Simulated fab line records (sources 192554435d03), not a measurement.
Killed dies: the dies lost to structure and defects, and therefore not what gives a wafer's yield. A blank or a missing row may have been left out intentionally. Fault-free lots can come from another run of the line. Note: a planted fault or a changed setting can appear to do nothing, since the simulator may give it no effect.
Which tool did it? :: flow n5Finfet :: 12 lots (36 wafers sampled), 1 step of a 1938-step route

WHAT EACH GAUGE READ, for each wafer
N5_BEOL_M7_OCD_MEAS_38.
lot: L076
measured: day 9 19:29
on: ocd-02
trenchDepthNm (nm): 93.7 92.9 92.8

lot: L078
measured: day 10 17:16
on: ocd-02
trenchDepthNm (nm): 94.0 91.7 89.5

lot: L083
measured: day 11 16:19
on: ocd-02
trenchDepthNm (nm): 91.7 90.1 94.6

lot: L081
measured: day 12 00:44
on: ocd-01
trenchDepthNm (nm): 94.5 90.4 92.1

lot: L084
measured: day 12 15:14
on: ocd-02
trenchDepthNm (nm): 92.3 92.9 92.2

lot: L087
measured: day 12 15:53
on: ocd-01
trenchDepthNm (nm): 91.5 92.9 93.4

lot: L086
measured: day 13 08:45
on: ocd-02
trenchDepthNm (nm): 93.9 90.5 92.6

lot: L088
measured: day 13 14:56
on: ocd-01
trenchDepthNm (nm): 91.6 92.9 94.6

lot: L091
measured: day 14 13:11
on: ocd-01
trenchDepthNm (nm): 90.9 90.9 92.5

lot: L093
measured: day 14 19:26
on: ocd-01
trenchDepthNm (nm): 94.9 90.1 94.6

lot: L094
measured: day 14 22:37
on: ocd-01
trenchDepthNm (nm): 94.5 94.1 90.7

lot: L097
measured: day 15 22:25
on: ocd-01
trenchDepthNm (nm): 94.7 94.4 90.1

EACH LOT AND THE TOOL THAT RAN IT (in order: tool; ch and the chambers of the sampled wafers; start)
The record shows no process step preceding these readings.

THE ANSWER, worked out from the rows above alone
Rule: the lots themselves supply what counts as usual. The widest of any qualifying gaps counts: lots, ordered by their means at a reading, are off when they make up no more than a third of the lots, leave a main group of 4 or more, and stand apart from it by 3 or more times the standard deviation of that group's means. If all means in a main group match to the digits the tables above print for the reading, that group is not used. A lot without any number at a reading at which 4 lots or more have one is off too. Where the step has rows for the other lots, those lots are counted as sound.
Across all readings shown, no lot is off: no conclusion can be drawn from this.

WHAT HAD BEEN PUT IN BY THE SIMULATOR
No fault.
